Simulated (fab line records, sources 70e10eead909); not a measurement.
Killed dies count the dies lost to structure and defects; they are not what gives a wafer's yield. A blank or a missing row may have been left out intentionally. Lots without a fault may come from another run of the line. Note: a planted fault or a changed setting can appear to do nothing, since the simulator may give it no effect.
Which tool was responsible?	flow nand_harc	12 lots with 36 wafers sampled at 5 steps, on a route of 1159 steps

WHAT EACH GAUGE READ, for each wafer
NHARC_A_BLC_INSPECT_12. Usual: 30 for raw_defect_count, sd 14.
lot	measured	on	raw_defect_count	flag
L292	day 17 12:07	defect_inspect-01	18 11 20	
L290	day 17 14:50	defect_inspect-02	28 45 44	
L294	day 18 09:25	defect_inspect-02	34 45 39	
L295	day 18 10:16	defect_inspect-01	20 8 14	
L297	day 19 06:02	defect_inspect-02	47 32 41	
L298	day 19 07:58	defect_inspect-02	16 12 13	
L299	day 19 10:51	defect_inspect-02	34 22 33	
L301	day 20 06:07	defect_inspect-02	31 41 38	
L302	day 20 06:32	defect_inspect-01	35 40 28	
L305	day 21 15:48	defect_inspect-02	24 39 32	
L306	day 21 17:48	defect_inspect-02	33 53 52	
L308	day 21 23:08	defect_inspect-01	58 81 65	

NHARC_A_M0_THK_MEAS_24: measures by xrf. Usual: 114.1 nm for thk_nm, sd 1.4.
lot	measured	on	thk_nm (nm)	flag
L292	day 17 18:53	film_metro-02	114.0 113.8 115.0	
L290	day 17 21:23	film_metro-02	114.6 113.3 115.2	
L294	day 18 15:41	film_metro-01	113.3 114.3 114.5	
L295	day 18 19:11	film_metro-01	113.3 114.8 113.6	
L297	day 19 12:26	film_metro-02	115.3 113.8 113.5	
L298	day 19 18:07	film_metro-02	112.9 113.5 115.0	
L299	day 19 19:14	film_metro-02	115.6 115.3 114.6	
L301	day 20 12:30	film_metro-02	114.3 116.9 114.0	
L302	day 20 13:06	film_metro-02	114.5 114.9 115.4	
L305	day 22 08:14	film_metro-01	114.8 114.1 114.5	
L306	day 22 09:08	film_metro-02	111.9 116.6 115.5	
L308	day 22 14:04	film_metro-02	111.2 113.3 112.3	

WHAT TOOL EACH LOT RAN ON (gives the tool, then ch and the chambers of the sampled wafers, and finally the start)
lot	NHARC_A_M0_DEGAS_28	NHARC_A_M0_ECD_22	NHARC_A_M0_CMP_23
L292	pvd_sputter-01, day 17 17:26	ecd_cu-02 ch 0,1, day 17 17:55	cmp-02 ch 0,2,3, day 17 18:37
L290	pvd_sputter-03, day 17 19:58	ecd_cu-02 ch 1, day 17 20:19	cmp-04 ch 0,1,2, day 17 21:06
L294	pvd_sputter-02, day 18 14:18	ecd_cu-01 ch 0,1, day 18 14:40	cmp-04 ch 0,1,3, day 18 15:25
L295	pvd_sputter-03, day 18 17:47	ecd_cu-01 ch 0,1, day 18 18:08	cmp-02 ch 0,1,2, day 18 18:53
L297	pvd_sputter-02, day 19 11:02	ecd_cu-01 ch 1, day 19 11:27	cmp-04 ch 1,2, day 19 12:07
L298	pvd_sputter-02, day 19 16:44	ecd_cu-02 ch 0, day 19 17:08	cmp-02 ch 0,1, day 19 17:49
L299	pvd_sputter-01, day 19 17:40	ecd_cu-02 ch 1, day 19 18:14	cmp-02 ch 0,1,2, day 19 18:55
L301	pvd_sputter-01, day 20 11:07	ecd_cu-01 ch 0,1, day 20 11:28	cmp-04 ch 0,1,3, day 20 12:11
L302	pvd_sputter-02, day 20 11:43	ecd_cu-01 ch 1, day 20 12:04	cmp-03 ch 0,2,3, day 20 12:50
L305	pvd_sputter-03, day 22 06:17	ecd_cu-01 ch 0,1, day 22 07:07	cmp-03 ch 0,1,3, day 22 07:57
L306	pvd_sputter-02, day 22 07:46	ecd_cu-01 ch 0, day 22 08:10	cmp-03 ch 0,2, day 22 08:50
L308	pvd_sputter-02, day 22 12:16	ecd_cu-02 ch 0,1, day 22 12:44	cmp-04 ch 1,2,3, day 22 13:45
- NHARC_A_M0_DEGAS_28: time 60 s.
- NHARC_A_M0_ECD_22: material Cu, target thk 400 nm.
- NHARC_A_M0_CMP_23: polishes, t overpolish 20 s, target thk 113.75 nm.

AS READ BY THE TOOLS THEMSELVES (means over the sampled wafers that have a number; for cases with no such wafer, the mark the record gives instead)
NHARC_A_M0_DEGAS_28. Usual: 333 W for heater_power_w, sd 26.
lot	tool	heater_power_w (W)	flag
L292	pvd_sputter-01	326	
L290	pvd_sputter-03	329	
L294	pvd_sputter-02	359	
L295	pvd_sputter-03	326	
L297	pvd_sputter-02	335	
L298	pvd_sputter-02	310	
L299	pvd_sputter-01	356	
L301	pvd_sputter-01	355	
L302	pvd_sputter-02	341	
L305	pvd_sputter-03	324	
L306	pvd_sputter-02	343	
L308	pvd_sputter-02	323	

NHARC_A_M0_CMP_23. Usual: edge_zone_pressure_frac 1.000, standard deviation 0.005; motor_current_A 12.3 A, standard deviation 1.2; time_to_endpoint_s 29.1 s, standard deviation 2.2.
lot	tool	edge_zone_pressure_frac	motor_current_A (A)	time_to_endpoint_s (s)	flag
L292	cmp-02	1.004	12.7	29.0	
L290	cmp-04	1.001	12.4	28.0	
L294	cmp-04	0.996	12.0	28.0	
L295	cmp-02	0.998	13.0	29.5	
L297	cmp-04	0.998	12.0	27.5	
L298	cmp-02	1.001	13.3	27.8	
L299	cmp-02	0.997	13.2	26.8	
L301	cmp-04	1.001	12.3	31.7	
L302	cmp-03	0.999	12.4	29.2	
L305	cmp-03	1.003	12.3	40.5	OFF
L306	cmp-03	1.001	12.5	45.7	OFF
L308	cmp-04	1.001	12.0	26.1	

THE ANSWER, worked out from the rows above alone
Rule: lot off if the mean of its wafers having a number is beyond 3 standard deviations from the usual mean. Also off: a lot with no number at a reading for which 4 or more lots have one. Any other lot the step has rows for is counted as sound. Order of review: gauges by route order, followed by the tools' own readings, for which a lot's mean as printed above is used. At the first step where some lot is off, the reading lying furthest off is the one used; lots without a number count as furthest.
Off: L305, L306 (NHARC_A_M0_CMP_23, time_to_endpoint_s).
If a tool, at that step or one of the process steps before it, ran each lot that is off and ran no sound lot following the first of them, it fits. Undecided on this evidence; 2 tools fit (ecd_cu-01 at NHARC_A_M0_ECD_22, cmp-03 at NHARC_A_M0_CMP_23).

WHAT WAS PUT IN BY THE SIMULATOR
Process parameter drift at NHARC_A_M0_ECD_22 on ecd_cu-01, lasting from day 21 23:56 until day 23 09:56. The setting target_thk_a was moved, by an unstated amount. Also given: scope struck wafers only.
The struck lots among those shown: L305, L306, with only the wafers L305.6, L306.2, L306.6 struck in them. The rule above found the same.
